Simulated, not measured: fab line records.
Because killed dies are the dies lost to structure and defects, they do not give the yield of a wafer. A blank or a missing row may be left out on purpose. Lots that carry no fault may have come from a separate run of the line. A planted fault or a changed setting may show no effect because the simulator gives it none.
Lot-split experiment + flow n5_finfet + 21 wafers read across 7 lots, on a route 1938 steps long

THE SPLIT
At N5_BEOL_M11_COAT_59 (time 60 s, resist thk 100 nm), the setting spin_rpm was moved away from the recipe's 1500 rpm on 5 of the 21 wafers read, by -9.4% to +2.9%. This setting was run at the recipe's value on the other wafers.

FROM THE SPLIT TO THE READING: what the file shows between them, 4 steps
- N5_BEOL_M11_COAT_60: time 60 s, resist thk 30 nm
- N5_BEOL_M11_COAT_05: resist thk 90 nm
- N5_BEOL_M11_DESCUM_16: chemistry O2, time 7.9 s
- N5_BEOL_M11_ETCH_61: etches SiARC in CF4, target depth 39 nm, time 65 s

THE READING
etch.depth_nm (the simulator's own value, which no gauge read), in nm, at N5_BEOL_M11_ETCH_62 (etches SOC in N2/H2, target depth 110 nm, overetch 22 nm, time 165 s). The file does not state a usual value for it. The 16 wafers here that ran the recipe average 99.83 nm, standard deviation 0.19 nm.

| wafer  | tool, chamber at the split | spin_rpm as run, rpm | against the recipe | etch.depth_nm, nm | against lot-mates on the recipe |
|--------|----------------------------|----------------------|--------------------|-------------------|---------------------------------|
| L074.2 | litho_track-02, 0          | 1359                 | -9.4%              | 105.2             | +5.25                           |
| L074.3 | litho_track-02, 0          | 1500                 | recipe             | 99.95             | -                               |
| L074.6 | litho_track-02, 0          | 1359                 | -9.4%              | 105               | +5.05                           |
| L076.1 | litho_track-01, 0          | 1500                 | recipe             | 99.51             | -                               |
| L076.4 | litho_track-01, 0          | 1500                 | recipe             | 99.61             | -                               |
| L076.5 | litho_track-01, 0          | 1500                 | recipe             | 99.81             | -                               |
| L079.3 | litho_track-02, 0          | 1500                 | recipe             | 99.66             | -                               |
| L079.4 | litho_track-02, 0          | 1394                 | -7.1%              | 103.4             | +3.74                           |
| L079.5 | litho_track-02, 0          | 1394                 | -7.1%              | 103.3             | +3.64                           |
| L087.3 | litho_track-05, 0          | 1500                 | recipe             | 99.94             | -                               |
| L087.4 | litho_track-05, 0          | 1500                 | recipe             | 99.79             | -                               |
| L087.6 | litho_track-05, 0          | 1500                 | recipe             | 99.95             | -                               |
| L094.4 | litho_track-02, 0          | 1500                 | recipe             | 100.2             | -                               |
| L094.5 | litho_track-02, 0          | 1500                 | recipe             | 99.49             | -                               |
| L094.6 | litho_track-02, 0          | 1543                 | +2.9%              | 98.53             | -1.31                           |
| L092.4 | litho_track-02, 0          | 1500                 | recipe             | 100.1             | -                               |
| L092.5 | litho_track-02, 0          | 1500                 | recipe             | 99.86             | -                               |
| L092.6 | litho_track-02, 0          | 1500                 | recipe             | 99.76             | -                               |
| L097.3 | litho_track-05, 0          | 1500                 | recipe             | 99.82             | -                               |
| L097.5 | litho_track-05, 0          | 1500                 | recipe             | 99.91             | -                               |
| L097.6 | litho_track-05, 0          | 1500                 | recipe             | 99.96             | -                               |

FIT RESULTS
A straight line over all 21 wafers: etch.depth_nm changes by -0.534 nm for each +1% of spin_rpm; r = -0.99; the points scatter about the line by 0.22 nm.
The same after taking each lot's own level away (the mean of its wafers on the recipe; 21 wafers): -0.535 nm for each +1%; r = -1.00; scatter 0.16 nm.
Per that fit: largest spin_rpm move, reading shift of 5 nm.
Measured against the standard deviation above, the lots' own levels, which go from 99.643 to 99.950 nm, span 1.6 times it.
The two slopes are in agreement: the lot-to-lot level therefore moves the slope only a little.
Check: with one of the wafers moved furthest among these (-9.4%) left out of the fit, the line predicts +4.95 nm for it against its lot-mates. Against them it came out at +5.25 nm.

FURTHER SPLITS ON THESE WAFERS
Other splits were also applied to these wafers ahead of the reading. Each is held against what the fit with the lots' levels taken away leaves over:
| other split on the same wafers | wafers away from the commonest value | r with etch.depth_nm (lot level and that fit taken away) |
|--------------------------------|--------------------------------------|----------------------------------------------------------|
| N5_BEOL_M7_EXPOSE_25 dose_mj   | 9                                    | -0.02                                                    |
| N5_BEOL_M8_ETCH_62 source_w    | 9                                    | +0.03                                                    |
| N5_BEOL_M8_DEP_56 time_s       | 5                                    | -0.09                                                    |
| N5_BEOL_M11_PECVD_70 time_s    | 7                                    | -0.14                                                    |

THE WHOLE CHAIN: every reading that the file lists as answering this split, in the file's order
| step                | what it does                                                         | reading                                                                         | change (the file's fit)               | r (the file's) |
|---------------------|----------------------------------------------------------------------|---------------------------------------------------------------------------------|---------------------------------------|----------------|
| N5_BEOL_M11_COAT_59 | time 60 s, resist thk 100 nm                                         | SOC_of_BEOL_M11_COAT_59.thk_nm (the simulator's own value, which no gauge read) | -0.534 nm for each +1% of the setting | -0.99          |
| N5_BEOL_M11_ETCH_62 | etches SOC in N2/H2, target depth 110 nm, overetch 22 nm, time 165 s | etch.depth_nm (the simulator's own value, which no gauge read)                  | -0.532 nm for each +1% of the setting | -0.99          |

THE FILE'S OWN FIT
etch.depth_nm changes by -0.532 nm for each +1% of spin_rpm, r = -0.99.
